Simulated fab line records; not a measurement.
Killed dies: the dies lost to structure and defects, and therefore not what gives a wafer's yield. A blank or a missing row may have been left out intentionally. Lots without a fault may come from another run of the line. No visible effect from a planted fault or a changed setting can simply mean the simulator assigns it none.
Which tool did it?    flow nand-harc    Sampling: 12 lots, 36 wafers, 5 of 1302 route steps

WHAT EACH GAUGE READ, for each wafer
NHARC_END_SORT_01.
lot   measured      on         defect-limited-yield (%)  killed-at-array  killed-at-other  killed-at-periphery  killed-dies  killed-open  killed-short
L967  day 25 10:44  prober-01  92.0 91.1 92.2            52 57 52         0 1 1            2 2 0                54 60 53     3 1 3        1 3 1
L973  day 28 04:59  prober-02  93.5 94.2 94.5            40 33 33         1 3 1            3 3 3                44 39 37     2 5 3        1 3 2
L980  day 32 00:22  prober-01  91.6 0 92.0               50 671 46        0 0 0            7 6 8                57 677 54    3 4 4        2 4 4
L983  day 32 01:13  prober-02  90.8 91.1 0               55 51 673        0 2 0            7 7 4                62 60 677    1 7 0        1 2 1

EACH LOT AND THE TOOL THAT RAN IT (in order: tool; ch and the chambers of the sampled wafers; start)
lot   NHARC_A_M1_CMP_23              NHARC_A_BONDPAD_ETCH_12             NHARC_A_BONDPAD_DEGAS_25      NHARC_A_BONDPAD_CMP_19
L964  cmp-01 ch 2,3, day 23 09:10    rie-diel-07 ch 0,3, day 23 11:56    pvd-sputter-03, day 23 12:41  cmp-01 ch 1,2,3, day 23 13:46
L966  cmp-03 ch 1,2,3, day 23 23:49  rie-diel-07 ch 0,2,3, day 24 02:32  pvd-sputter-01, day 24 03:18  cmp-04 ch 0,1,2, day 24 04:25
L967  cmp-01 ch 1,2, day 24 02:54    rie-diel-12 ch 0,1, day 24 05:42    pvd-sputter-01, day 24 06:28  cmp-01 ch 0,1,3, day 24 07:37
L968  cmp-01 ch 0,1,3, day 24 04:20  rie-diel-06 ch 1,3, day 24 07:08    pvd-sputter-01, day 24 07:55  cmp-01 ch 0,2,3, day 24 09:01
L969  cmp-01 ch 1,2,3, day 24 11:17  rie-diel-12 ch 1,3, day 24 13:53    pvd-sputter-02, day 24 14:38  cmp-04 ch 0,2,3, day 24 15:43
L971  cmp-01 ch 1,2,3, day 25 17:59  rie-diel-07 ch 0,1,2, day 25 20:46  pvd-sputter-03, day 25 21:32  cmp-01 ch 1,3, day 25 22:43
L973  cmp-03 ch 0,1,2, day 26 17:08  rie-diel-07 ch 0,1,2, day 26 19:55  pvd-sputter-02, day 26 20:41  cmp-04 ch 1,2,3, day 26 21:50
L976  cmp-03 ch 0,1, day 28 01:42    rie-diel-06 ch 0,2,3, day 28 04:37  pvd-sputter-03, day 28 05:23  cmp-04 ch 0,2,3, day 28 06:35
L974  cmp-02 ch 0,1,2, day 28 03:46  rie-diel-12 ch 0,1,3, day 28 06:29  pvd-sputter-03, day 28 07:14  cmp-03 ch 1,2, day 28 08:18
L980  cmp-02 ch 0,1,3, day 30 13:17  rie-diel-06 ch 0,2,3, day 30 16:25  pvd-sputter-01, day 30 17:12  cmp-01 ch 0,1,3, day 30 18:18
L983  cmp-01 ch 1,2,3, day 30 17:26  rie-diel-06 ch 0,2,3, day 30 20:24  pvd-sputter-02, day 30 21:11  cmp-04 ch 1,2,3, day 30 22:16
L987  cmp-03 ch 0,3, day 32 17:35    rie-diel-07 ch 2,3, day 32 20:15    pvd-sputter-01, day 32 21:01  cmp-03 ch 0,1,2, day 32 22:08
- NHARC_A_M1_CMP_23: polishes, t overpolish 20 s, target thk 154.34 nm.
- NHARC_A_BONDPAD_ETCH_12: etches the open film in CHF3/O2, target depth 220 nm, time 110 s.
- NHARC_A_BONDPAD_DEGAS_25: time 60 s.
- NHARC_A_BONDPAD_CMP_19: polishes, t overpolish 30 s, cu recess touch 16 s, target thk 169.82 nm.

AS READ BY THE TOOLS THEMSELVES (means over the sampled wafers that have a number; for cases with no such wafer, the mark the record gives instead)
NHARC_A_M1_CMP_23.
lot   tool    motor-current-A (A)  time-to-endpoint-s (s)
L964  cmp-01  11.1                 29.6
L966  cmp-03  11.4                 25.0
L967  cmp-01  11.5                 27.2
L968  cmp-01  10.3                 27.2
L969  cmp-01  10.8                 26.2
L971  cmp-01  10.7                 28.4
L973  cmp-03  11.9                 28.4
L976  cmp-03  12.5                 26.7
L974  cmp-02  12.3                 26.5
L980  cmp-02  13.0                 29.4
L983  cmp-01  10.9                 27.3
L987  cmp-03  12.3                 28.7

NHARC_A_BONDPAD_ETCH_12.
lot   tool         chamber-pressure-mTorr (mTorr)  drypump-motor-current-A (A)  oes-product-au (a.u.)  rf-fwd-power-W (W)  rf-vpp-V (V)  showerhead-plenum-p-Torr (Torr)  throttle-valve-pct (%)
L964  rie-diel-07  25.017                          6.3                          0.950                  496.2               369.5         2.35                             20.567
L966  rie-diel-07  24.982                          6.0                          0.928                  496.2               370.3         2.41                             20.577
L967  rie-diel-12  25.005                          5.7                          0.928                  495.4               370.4         2.39                             20.573
L968  rie-diel-06  24.997                          5.9                          0.956                  496.3               370.4         2.34                             20.570
L969  rie-diel-12  25.012                          6.0                          0.926                  495.3               370.3         2.37                             20.568
L971  rie-diel-07  24.982                          5.8                          0.956                  495.7               370.9         2.45                             20.569
L973  rie-diel-07  25.000                          5.8                          0.971                  496.9               371.0         2.45                             20.571
L976  rie-diel-06  25.001                          5.6                          0.921                  497.4               369.1         2.33                             20.566
L974  rie-diel-12  25.012                          5.9                          0.968                  496.9               370.5         2.37                             20.572
L980  rie-diel-06  25.005                          5.6                          0.848                  431.0               368.4         2.33                             20.574
L983  rie-diel-06  24.995                          5.5                          0.881                  429.6               368.9         2.33                             20.572
L987  rie-diel-07  24.998                          6.0                          0.960                  497.1               370.2         2.38                             20.576

NHARC_A_BONDPAD_DEGAS_25.
lot   tool            heater-power-w (W)
L964  pvd-sputter-03  520
L966  pvd-sputter-01  510
L967  pvd-sputter-01  498
L968  pvd-sputter-01  469
L969  pvd-sputter-02  464
L971  pvd-sputter-03  503
L973  pvd-sputter-02  469
L976  pvd-sputter-03  469
L974  pvd-sputter-03  490
L980  pvd-sputter-01  477
L983  pvd-sputter-02  434
L987  pvd-sputter-01  478

NHARC_A_BONDPAD_CMP_19.
lot   tool    motor-current-A (A)  overpolish-run-s (s)
L964  cmp-01  11.0                 30.000
L966  cmp-04  13.3                 29.997
L967  cmp-01  10.2                 29.994
L968  cmp-01  10.6                 29.996
L969  cmp-04  12.8                 30.000
L971  cmp-01  10.5                 30.000
L973  cmp-04  13.3                 30.005
L976  cmp-04  12.9                 30.000
L974  cmp-03  11.4                 30.005
L980  cmp-01  10.5                 29.990
L983  cmp-04  12.5                 30.001
L987  cmp-03  11.8                 30.000

THE ANSWER, worked out from the rows above alone
Rule: the lots themselves supply what counts as usual. The widest of any qualifying gaps counts: lots, ordered by their means at a reading, are off when they make up no more than a third of the lots, leave a main group of 4 or more, and stand apart from it by 3 or more times the standard deviation of that group's means. Not used: any main group whose means are identical at the precision the tables above print for the reading. Also off: a lot with no number at a reading for which 4 or more lots have one. Any other lot the step has rows for is counted as sound. The gauges are gone through in route order, then the tools' own readings, and for those a lot's mean is taken as printed above. At the first step where some lot is off, the reading lying furthest off is the one used; lots without a number count as furthest.
Off: L980, L983 (NHARC_A_BONDPAD_ETCH_12, rf-fwd-power-W). The main group: mean 496.3 W, standard deviation 0.69.
A tool fits if, at that step or a process step before it, it ran every lot that is off, and no sound lot after the first of them. One candidate fits, namely rie-diel-06 at NHARC_A_BONDPAD_ETCH_12. A fault onset in the window from L976 (day 28 04:37, its last sound lot) to L980 (day 30 16:25, its first lot off) fits.
On the lots that are off, the tool's own readings at NHARC_A_BONDPAD_ETCH_12 differ by more than 5 times the standard deviation of the sound lots' means, which bears it out; rf-fwd-power-W reads 430.3 W there versus 496.3 W on the sound lots.

WHAT HAD BEEN PUT IN BY THE SIMULATOR
rie-diel-06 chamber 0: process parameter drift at NHARC_A_BONDPAD_ETCH_12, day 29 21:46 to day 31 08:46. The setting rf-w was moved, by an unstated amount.
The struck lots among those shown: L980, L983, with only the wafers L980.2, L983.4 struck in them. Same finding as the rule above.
